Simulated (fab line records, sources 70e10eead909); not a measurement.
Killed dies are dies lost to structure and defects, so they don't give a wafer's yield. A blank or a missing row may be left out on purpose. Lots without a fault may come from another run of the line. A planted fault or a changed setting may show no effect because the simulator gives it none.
fab line records | flow nand_harc | part 1 of 2: steps 1 to 16 of 24
record lots=5 wafers=15 last_day=32
route steps=1302 shown A_CONTACT@1079
lots that met no fault: from a run of the same line without faults
start_h: hours from the record's first day to the start of the lot's first wafer shown | wait_h: hours since the lot's step before | " the same as in the row above | L1.1+2: a row that stands for several wafers | - no value, or no start given | * or withheld: withheld | < > ~ a bound
route shown NAME@n: a module of which the file shows steps, and the number in the route of the first | usual: mean/standard deviation of fault-free wafers | same: alike in all rows | chamber/n: place in a boat | sites: the reading at each site | _std_site: their standard deviation | _edge_site: outer sites' mean less inner sites' | radius_mm: how far each site lies from the wafer's centre | mask NAME#n: copy n | behind: the tool/chamber that last shaped the wafer | hold: why the lot was held/for how many hours/how that ended | device: the transistor (n, p or np) that didn't switch | end of line: the same wafers' tests at the end of the route | a step without rows: its recipe alone | killed: dies lost to structure and defects at the first sort, not the wafer's yield | map: a wafer's dies, x killed, . not, _ none there
set.NAME: the setting as run; set.NAME@STEP: as run at that earlier step | model.NAME: the simulator's own value behind a step, which no gauge read
lots at some steps of the route; a table a step, a row a wafer
services: from which hour (start_h, from the record's first day; less than 0 if before it) a tool's chamber was out of use, for how many hours, and why
## steps
# step NHARC_A_CONTACT_OVL_MEAS_09
# usual overlay_x_nm=0.0/0.75 overlay_y_nm=-0.1/0.94
# columns lot.wafer tool chamber start_h wait_h overlay_x_nm overlay_y_nm
L077.2 overlay-02 - 533.62 - -0.6 1.2
L077.5 " - " " 0.1 1.7
L077.6 " - " " -0.2 1.1
L085.3 overlay-02 - 613.89 - -0.9 -1.7
L085.4 " - " " -0.8 -1.3
L085.5 " - " " -1.2 -1.1
L087.1 overlay-02 - 662.44 - 0.8 0.5
L087.2 " - " " 0.9 0.7
L087.4 " - " " 0.8 0.1
L093.1 overlay-01 - 695.24 - 1.0 0.8
L093.2 " - " " 0.4 0.9
L093.6 " - " " 0.0 1.8
L094.1 overlay-01 - 711.89 - -0.8 0.7
L094.2 " - " " -0.6 0.5
L094.4 " - " " -0.8 0.4
# step NHARC_A_CONTACT_INSPECT_10
# usual raw_defect_count=81/26
# columns lot.wafer tool chamber start_h wait_h raw_defect_count
L077.2 defect_inspect-02 - 533.65 0.0 154
L077.5 " - " " 147
L077.6 " - " " 140
L085.3 defect_inspect-02 - 613.94 0.1 54
L085.4 " - " " 64
L085.5 " - " " 70
L087.1 defect_inspect-02 - 662.48 0.0 85
L087.2 " - " " 103
L087.4 " - " " 83
L093.1 defect_inspect-01 - 695.28 0.0 44
L093.2 " - " " 31
L093.6 " - " " 38
L094.1 defect_inspect-01 - 711.93 0.0 88
L094.2 " - " " 85
L094.4 " - " " 86
# step NHARC_A_CONTACT_DESCUM_13
# recipe time_s=3 o2_flow_sccm=200 ar_flow_sccm=0 bias_power_w=0 chemistry=O2
# usual drypump_motor_current_A=5.5/0.54 o2_flow_sccm=200.1/0.64 oes_product_au=0.997/0.01 rf_vpp_V=58.0/0.96 showerhead_plenum_p_Torr=1.95/0.1 throttle_valve_pct=11.311/0.009
# columns lot.wafer tool chamber start_h wait_h drypump_motor_current_A o2_flow_sccm oes_product_au rf_hours_counter_h rf_vpp_V showerhead_plenum_p_Torr throttle_valve_pct
L077.2 rie_diel-10 1 533.74 0.1 6.4 200.2 1.002 36 57.9 1.82 11.307
L077.6 " 2 " " 5.1 201.1 1.002 - 58.1 2.06 11.312
L077.5 " 3 " " 6.8 199.1 0.998 - 57.2 1.98 11.324
L085.4 rie_diel-13 2 614.01 0.1 5.7 200.6 0.992 17 57.1 2.02 11.305
L085.3 " 3 " " 4.8 199.4 0.999 16 57.5 1.79 11.306
L085.5 " 2 " " 5.7 200.2 1.003 - 58.3 2.02 11.310
L087.4 rie_diel-10 2 662.54 0.1 5.1 199.8 0.994 22 57.8 2.05 11.321
L087.1 " 3 " " 6.7 199.0 1.020 21 58.6 1.96 11.296
L087.2 " 0 " " 5.5 200.7 1.015 17 58.1 1.95 11.311
L093.2 rie_diel-13 3 695.34 0.1 4.8 201.2 0.989 29 57.1 1.79 11.291
L093.1 " 1 " " 5.7 200.1 0.994 32 58.1 1.93 11.316
L093.6 " 0 " " 5.1 199.6 1.004 - 60.1 2.07 11.320
L094.2 rie_diel-02 3 711.99 0.1 5.3 200.8 1.012 45 56.8 1.87 11.305
L094.1 " 1 " " 5.3 200.0 0.997 52 58.3 2.00 11.307
L094.4 " 2 " " 6.2 200.6 0.991 49 57.7 1.94 11.314
# step NHARC_A_CONTACT_ETCH_88
# recipe target_depth_a=390 over_etch_frac=0.3 time_s=65 ion_energy_ev=80 cf4_flow_sccm=150 ar_flow_sccm=0 rf_w=300 bias_w=100 chemistry=CF4
# usual bias_w=100.06/0.3 drypump_motor_current_A=5.5/0.55 oes_product_au=0.998/0.01 rf_vpp_V=151.5/1.4 showerhead_plenum_p_Torr=1.80/0.084 throttle_valve_pct=13.284/0.0099
# columns lot.wafer tool chamber start_h wait_h bias_w drypump_motor_current_A oes_product_au rf_hours_counter_h rf_vpp_V showerhead_plenum_p_Torr throttle_valve_pct
L077.2 rie_diel-10 3 536.57 2.8 99.27 6.7 0.997 35 152.8 1.82 13.279
L077.6 " 3 " " 99.89 6.7 0.998 - 151.8 1.82 13.288
L077.5 " 0 " " 99.89 5.5 1.008 - 151.2 1.81 13.281
L085.4 rie_diel-13 0 614.08 0.1 100.58 5.1 1.012 16 152.0 1.90 13.290
L085.3 " 3 " " 99.96 4.7 0.995 16 148.7 1.66 13.293
L085.5 " 0 " " 100.19 5.1 1.005 - 152.8 1.90 13.296
L087.1 rie_diel-10 2 662.62 0.1 99.78 5.1 0.988 22 153.2 1.88 13.288
L087.2 " 0 " " 99.99 5.5 1.010 17 151.8 1.80 13.281
L087.4 " 1 " " 100.10 6.5 0.993 18 148.5 1.68 13.279
L093.2 rie_diel-13 2 695.43 0.1 99.61 5.7 1.002 30 152.5 1.85 13.284
L093.1 " 3 " " 100.14 4.7 0.987 29 150.7 1.66 13.289
L093.6 " 2 " " 99.68 5.7 1.012 - 151.6 1.85 13.305
L094.1 rie_diel-02 3 712.08 0.1 100.81 5.3 1.008 45 151.1 1.73 13.288
L094.4 " 0 " " 99.83 6.0 1.014 37 150.5 1.65 13.273
L094.2 " 1 " " 100.06 5.3 0.992 52 151.6 1.84 13.294
# step NHARC_A_CONTACT_ETCH_89
# recipe target_depth_a=2600 over_etch_frac=0.3 time_s=475.3 ion_energy_ev=200 n2_flow_sccm=150 h2_flow_sccm=150 ar_flow_sccm=0 rf_w=400 bias_w=150 chemistry=N2/H2
# usual bias_w=150.0/0.44 drypump_motor_current_A=5.5/0.54 oes_product_au=0.998/0.011 rf_vpp_V=431.7/2.9 showerhead_plenum_p_Torr=2.08/0.11 throttle_valve_pct=14.172/0.0091
# columns lot.wafer tool chamber start_h wait_h bias_w drypump_motor_current_A oes_product_au rf_hours_counter_h rf_vpp_V showerhead_plenum_p_Torr throttle_valve_pct
L077.2 rie_diel-10 1 - - 150.3 6.5 1.012 38 427.9 1.94 14.183
L077.6 " 2 " " 151.0 5.1 1.015 - 436.4 2.20 14.161
L077.5 " 3 " " 150.3 6.7 1.002 - 431.9 2.11 14.182
L085.4 rie_diel-13 1 - - 149.4 5.7 0.987 18 432.9 2.07 14.170
L085.3 " 2 " " 149.8 5.7 0.990 17 432.1 2.15 14.166
L085.5 " 0 " " 149.7 5.1 1.008 - 434.1 2.21 14.163
L087.2 rie_diel-10 3 - - 149.4 6.7 1.009 21 431.6 2.09 14.180
L087.4 " 0 " " 150.7 5.5 1.008 17 430.4 2.08 14.168
L087.1 " 2 " " 150.0 5.1 0.982 22 433.4 2.19 14.160
L093.2 rie_diel-13 1 - - 149.3 5.7 0.981 32 431.1 2.06 14.178
L093.1 " 2 " " 149.1 5.7 1.002 30 433.5 2.15 14.180
L093.6 " 1 " " 149.9 5.7 0.994 - 430.6 2.06 14.191
L094.2 rie_diel-02 3 - - 149.6 5.3 1.002 45 427.9 1.99 14.172
L094.4 " 0 " " 149.3 6.0 1.000 37 426.2 1.88 14.156
L094.1 " 1 " " 149.7 5.3 1.005 52 434.1 2.13 14.187
# step NHARC_A_CONTACT_ETCH_30
# recipe target_depth_a=726 time_s=36.3 cf4_flow_sccm=100 chf3_flow_sccm=30 ar_flow_sccm=0 rf_w=500 bias_w=200 chemistry=CF4/CHF3
# usual bias_w=200.0/0.6 drypump_motor_current_A=5.5/0.55 oes_product_au=0.935/0.02 rf_vpp_V=371.5/2.8 showerhead_plenum_p_Torr=1.60/0.078 throttle_valve_pct=16.803/0.0095
# columns lot.wafer tool chamber start_h wait_h bias_w drypump_motor_current_A oes_product_au rf_hours_counter_h rf_vpp_V showerhead_plenum_p_Torr throttle_valve_pct
L077.2 rie_diel-10 2 - - 200.5 5.1 0.941 39 374.4 1.69 16.813
L077.6 " 0 " " 199.4 5.4 0.927 - 371.4 1.61 16.791
L077.5 " 1 " " 200.1 6.4 0.925 - 367.4 1.50 16.802
L085.3 rie_diel-13 2 - - 199.9 5.7 0.923 17 372.5 1.65 16.805
L085.4 " 3 " " 200.1 4.8 0.926 16 367.4 1.48 16.790
L085.5 " 0 " " 200.6 5.1 0.936 - 374.1 1.70 16.799
L087.4 rie_diel-10 3 - - 200.7 6.8 0.934 22 373.4 1.61 16.795
L087.2 " 0 " " 200.6 5.5 0.928 18 371.3 1.60 16.800
L087.1 " 2 " " 198.7 5.1 0.910 22 374.0 1.68 16.821
L093.2 rie_diel-13 2 - - 200.2 5.7 0.936 31 372.9 1.65 16.815
L093.1 " 0 " " 199.4 5.1 0.940 28 376.3 1.69 16.801
L093.6 " 3 " " 200.2 4.8 0.916 - 367.2 1.48 16.805
L094.4 rie_diel-02 3 - - 200.7 5.3 0.929 46 369.5 1.54 16.794
L094.2 " 0 " " 198.5 6.0 0.937 37 367.0 1.46 16.800
L094.1 " 1 " " 199.2 5.3 0.923 53 372.7 1.64 16.795
# step NHARC_A_CONTACT_ETCH_31
# recipe target_depth_a=28000 over_etch_frac=0.3 time_s=728 ion_energy_ev=150 o2_flow_sccm=400 cos_flow_sccm=20 ar_flow_sccm=0 rf_w=500 bias_w=300 chemistry=O2/COS
# usual bias_w=300.0/0.87 cos_flow_sccm=19.99/0.059 drypump_motor_current_A=5.5/0.56 o2_flow_sccm=400.0/1.1 oes_product_au=0.999/0.011 rf_vpp_V=314.9/2.4 showerhead_plenum_p_Torr=3.17/0.15 throttle_valve_pct=28.329/0.0091
# columns lot.wafer tool chamber start_h wait_h bias_w cos_flow_sccm drypump_motor_current_A o2_flow_sccm oes_product_au rf_hours_counter_h rf_vpp_V showerhead_plenum_p_Torr throttle_valve_pct
L077.2 rie_diel-10 3 - - 299.1 19.95 6.8 398.3 1.000 36 315.8 3.22 28.329
L077.5 " 1 " " 299.6 19.87 6.5 401.2 0.998 - 312.8 2.98 28.325
L077.6 " 2 " " 301.4 19.95 5.1 400.1 1.014 - 318.5 3.35 28.318
L085.3 rie_diel-13 0 - - 299.2 19.99 5.1 399.6 1.006 16 317.1 3.36 28.332
L085.4 " 3 " " 300.3 20.05 4.8 400.4 0.992 16 311.0 2.93 28.331
L085.5 " 0 " " 299.3 19.96 5.1 398.5 1.015 - 318.2 3.36 28.331
L087.2 rie_diel-10 0 - - 299.5 20.02 5.5 400.8 1.016 18 314.7 3.18 28.318
L087.1 " 1 " " 299.8 19.98 6.5 400.6 1.003 18 311.2 2.96 28.310
L087.4 " 2 " " 299.6 20.01 5.1 401.4 0.994 22 317.3 3.33 28.345
L093.2 rie_diel-13 0 - - 299.4 19.99 5.1 399.4 1.008 28 317.0 3.36 28.333
L093.1 " 2 " " 298.6 20.04 5.7 400.4 1.009 31 316.7 3.27 28.333
L093.6 " 0 " " 298.8 19.94 5.1 399.5 1.000 - 318.1 3.36 28.325
L094.2 rie_diel-02 0 - - 297.9 20.00 6.0 400.4 0.994 37 311.8 2.90 28.323
L094.4 " 1 " " 300.0 20.09 5.3 399.0 1.003 53 314.5 3.25 28.335
L094.1 " 3 " " 299.7 19.98 5.3 398.5 1.011 46 313.6 3.05 28.327
# step NHARC_A_CONTACT_ETCH_134
# recipe source_w=withheld pressure_mtorr=20 bias_v=withheld time_s=140 target_depth_a=7000 ar_flow_sccm=withheld c4f8_flow_sccm=withheld o2_flow_sccm=withheld chemistry=C4F8/O2/Ar
# columns lot.wafer tool chamber start_h wait_h rf_hours_counter_h
L077.2 har_cap_etch-03 1 537.61 - 52
L077.5 " 1 " " -
L077.6 " 0 " " -
L085.4 har_cap_etch-01 1 615.19 - -
L085.3 " 0 " " -
L085.5 " 1 " " -
L087.1 har_cap_etch-03 0 663.66 - 75
L087.2 " 1 " " 75
L087.4 " 1 " " -
L093.2 har_cap_etch-02 1 696.46 - 123
L093.1 " 0 " " 123
L093.6 " 0 " " -
L094.1 har_cap_etch-03 1 713.35 - 84
L094.2 " 0 " " 84
L094.4 " 1 " " -
# step NHARC_A_CONTACT_ETCH_135
# recipe source_w=withheld pressure_mtorr=20 bias_v=1200 time_s=311 target_depth_a=19120 ar_flow_sccm=withheld c4f8_flow_sccm=withheld o2_flow_sccm=withheld chemistry=C4F8/O2/Ar
# columns lot.wafer tool chamber start_h wait_h rf_hours_counter_h
L077.2 har_cap_etch-03 1 537.81 0.2 52
L077.5 " 1 " " -
L077.6 " 0 " " -
L085.4 har_cap_etch-01 1 615.41 0.2 -
L085.3 " 0 " " -
L085.5 " 1 " " -
L087.1 har_cap_etch-03 0 663.86 0.2 75
L087.2 " 1 " " 75
L087.4 " 1 " " -
L093.2 har_cap_etch-02 1 696.67 0.2 123
L093.1 " 0 " " 123
L093.6 " 0 " " -
L094.1 har_cap_etch-03 1 713.56 0.2 84
L094.2 " 0 " " 84
L094.4 " 1 " " -
# step NHARC_A_CONTACT_ETCH_136
# recipe source_w=withheld pressure_mtorr=20 bias_v=1200 time_s=311 target_depth_a=19120 ar_flow_sccm=withheld c4f8_flow_sccm=withheld o2_flow_sccm=withheld chemistry=C4F8/O2/Ar
# columns lot.wafer tool chamber start_h wait_h rf_hours_counter_h
L077.2 har_cap_etch-03 1 538.09 0.2 53
L077.5 " 1 " " -
L077.6 " 0 " " -
L085.4 har_cap_etch-01 1 615.68 0.2 -
L085.3 " 0 " " -
L085.5 " 1 " " -
L087.1 har_cap_etch-03 0 664.12 0.2 75
L087.2 " 1 " " 75
L087.4 " 1 " " -
L093.2 har_cap_etch-02 1 696.94 0.2 124
L093.1 " 0 " " 124
L093.6 " 0 " " -
L094.1 har_cap_etch-03 1 713.83 0.2 84
L094.2 " 0 " " 84
L094.4 " 1 " " -
# step NHARC_A_CONTACT_ETCH_137
# recipe source_w=withheld pressure_mtorr=20 bias_v=1200 time_s=311 target_depth_a=19120 ar_flow_sccm=withheld c4f8_flow_sccm=withheld o2_flow_sccm=withheld chemistry=C4F8/O2/Ar
# columns lot.wafer tool chamber start_h wait_h rf_hours_counter_h
L077.2 har_cap_etch-03 1 538.36 0.2 53
L077.5 " 1 " " -
L077.6 " 0 " " -
L085.4 har_cap_etch-01 1 615.95 0.2 -
L085.3 " 0 " " -
L085.5 " 1 " " -
L087.1 har_cap_etch-03 0 664.39 0.2 75
L087.2 " 1 " " 75
L087.4 " 1 " " -
L093.2 har_cap_etch-02 1 697.20 0.2 124
L093.1 " 0 " " 124
L093.6 " 0 " " -
L094.1 har_cap_etch-03 1 714.10 0.2 85
L094.2 " 0 " " 85
L094.4 " 1 " " -
# step NHARC_A_CONTACT_ETCH_138
# recipe source_w=withheld pressure_mtorr=20 bias_v=1200 time_s=311 target_depth_a=19140 ar_flow_sccm=withheld c4f8_flow_sccm=withheld o2_flow_sccm=withheld chemistry=C4F8/O2/Ar
# columns lot.wafer tool chamber start_h wait_h rf_hours_counter_h
L077.2 har_cap_etch-03 1 538.64 0.2 53
L077.5 " 1 " " -
L077.6 " 0 " " -
L085.4 har_cap_etch-01 1 616.22 0.2 -
L085.3 " 0 " " -
L085.5 " 1 " " -
L087.1 har_cap_etch-03 0 664.67 0.2 76
L087.2 " 1 " " 76
L087.4 " 1 " " -
L093.2 har_cap_etch-02 1 697.47 0.2 124
L093.1 " 0 " " 124
L093.6 " 0 " " -
L094.1 har_cap_etch-03 1 714.37 0.2 85
L094.2 " 0 " " 85
L094.4 " 1 " " -
# step NHARC_A_CONTACT_ETCH_139
# recipe source_w=withheld pressure_mtorr=20 bias_v=400 time_s=195 target_depth_a=8400 ar_flow_sccm=withheld c4f8_flow_sccm=11.5 o2_flow_sccm=7.2 chemistry=C4F8/O2/Ar
# columns lot.wafer tool chamber start_h wait_h rf_hours_counter_h
L077.2 har_cap_etch-03 1 538.91 0.2 53
L077.5 " 1 " " -
L077.6 " 0 " " -
L085.4 har_cap_etch-01 1 616.49 0.2 -
L085.3 " 0 " " -
L085.5 " 1 " " -
L087.1 har_cap_etch-03 0 664.94 0.2 76
L087.2 " 1 " " 76
L087.4 " 1 " " -
L093.2 har_cap_etch-02 1 697.74 0.2 124
L093.1 " 0 " " 124
L093.6 " 0 " " -
L094.1 har_cap_etch-03 1 714.65 0.2 85
L094.2 " 0 " " 85
L094.4 " 1 " " -
# step NHARC_A_CONTACT_ETCH_92
# recipe target_depth_a=400 over_etch_frac=0.5 time_s=85.7 ion_energy_ev=120 ch3f_flow_sccm=50 o2_flow_sccm=30 ar_flow_sccm=200 rf_w=500 bias_w=100 chemistry=CH3F/O2
# usual bias_w=100.05/0.3 drypump_motor_current_A=5.5/0.51 o2_flow_sccm=30.00/0.088 oes_product_au=0.94/0.032 rf_vpp_V=244.5/1.9 showerhead_plenum_p_Torr=2.47/0.12 throttle_valve_pct=20.665/0.0092
# columns lot.wafer tool chamber start_h wait_h bias_w drypump_motor_current_A o2_flow_sccm oes_product_au rf_hours_counter_h rf_vpp_V showerhead_plenum_p_Torr throttle_valve_pct
L077.2 rie_diel-02 3 539.49 0.5 100.20 5.3 30.08 0.93 49 243.3 2.42 20.668
L077.5 " 2 " " 100.06 6.2 30.12 0.92 - 244.6 2.52 20.644
L077.6 " 3 " " 100.22 5.3 30.05 0.92 - 243.8 2.42 20.662
L085.4 rie_diel-13 1 616.96 0.4 100.03 5.7 29.93 0.92 19 245.1 2.49 20.669
L085.3 " 0 " " 99.84 5.1 29.97 0.94 17 246.8 2.65 20.655
L085.5 " 2 " " 99.78 5.7 29.95 0.94 - 245.1 2.58 20.665
L087.2 rie_diel-02 0 665.50 0.5 99.70 6.0 30.16 0.93 22 241.4 2.29 20.646
L087.1 " 3 " " 99.93 5.3 29.99 0.93 31 243.4 2.41 20.654
L087.4 " 0 " " 100.11 6.0 30.13 0.92 - 243.1 2.29 20.669
L093.2 rie_diel-02 2 698.34 0.6 100.15 6.2 29.98 0.99 41 245.9 2.50 20.658
L093.1 " 3 " " 99.68 5.3 30.05 1.01 40 245.1 2.41 20.667
L093.6 " 0 " " 100.30 6.0 30.14 1.00 - 241.4 2.29 20.661
L094.4 rie_diel-02 2 715.21 0.4 100.28 6.2 29.89 0.92 50 244.5 2.50 20.659
L094.2 " 3 " " 99.62 5.3 30.04 0.94 46 244.1 2.40 20.662
L094.1 " 1 " " 100.39 5.3 30.11 0.92 53 247.0 2.56 20.674
# step NHARC_A_CONTACT_ETCH_98
# recipe target_depth_a=200 over_etch_frac=0.5 time_s=10 ion_energy_ev=250 c4f6_flow_sccm=25 o2_flow_sccm=20 ar_flow_sccm=500 rf_w=600 bias_w=500 chemistry=C4F6/O2
# usual bias_w=500.0/1.6 drypump_motor_current_A=5.6/0.51 o2_flow_sccm=20.00/0.058 oes_product_au=0.957/0.024 rf_vpp_V=547/3.8 showerhead_plenum_p_Torr=3.95/0.18 throttle_valve_pct=26.903/0.0095
# columns lot.wafer tool chamber start_h wait_h bias_w drypump_motor_current_A o2_flow_sccm oes_product_au rf_hours_counter_h rf_vpp_V showerhead_plenum_p_Torr throttle_valve_pct
L077.2 rie_diel-02 0 - - 503.6 6.0 19.98 0.917 49 543 3.68 26.910
L077.6 " 2 " " 500.1 6.2 19.96 0.945 - 548 4.02 26.906
L077.5 " 3 " " 497.3 5.3 19.98 0.930 - 546 3.87 26.916
L085.4 rie_diel-13 2 - - 501.1 5.7 20.03 0.958 18 549 4.11 26.900
L085.3 " 3 " " 501.9 4.8 20.09 0.934 17 542 3.70 26.905
L085.5 " 1 " " 497.2 5.7 20.07 0.949 - 549 3.97 26.905
L087.1 rie_diel-02 3 665.69 0.1 495.1 5.3 20.09 0.972 31 544 3.85 26.904
L087.2 " 0 " " 497.9 6.0 19.97 0.960 22 540 3.67 26.902
L087.4 " 0 " " 499.4 6.0 20.00 0.971 - 542 3.67 26.889
L093.1 rie_diel-02 3 - - 500.0 5.3 20.01 1.014 40 545 3.84 26.896
L093.2 " 0 " " 501.6 6.0 19.85 0.994 32 543 3.66 26.893
L093.6 " 3 " " 499.3 5.3 19.97 1.005 - 546 3.84 26.905
L094.2 rie_diel-02 2 - - 500.1 6.3 19.97 0.934 50 547 3.98 26.880
L094.4 " 3 " " 500.3 5.3 19.99 0.956 46 546 3.84 26.905
L094.1 " 0 " " 501.1 6.0 19.97 0.939 37 541 3.66 26.888
# step NHARC_A_CONTACT_CD_MEAS_15
# usual cd_nm=189.9/0.54
# columns lot.wafer tool chamber start_h wait_h cd_nm
L077.2 cd_sem-03 - 539.70 - 190.3
L077.5 " - " " 190.5
L077.6 " - " " 189.7
L085.3 cd_sem-02 - 617.18 - 190.8
L085.4 " - " " 190.1
L085.5 " - " " 190.3
L087.1 cd_sem-01 - 665.78 - 189.9
L087.2 " - " " 189.9
L087.4 " - " " 190.3
L093.1 cd_sem-02 - 698.53 - 189.3
L093.2 " - " " 189.9
L093.6 " - " " 189.7
L094.1 cd_sem-03 - 715.43 - 191.1
L094.2 " - " " 189.3
L094.4 " - " " 190.2
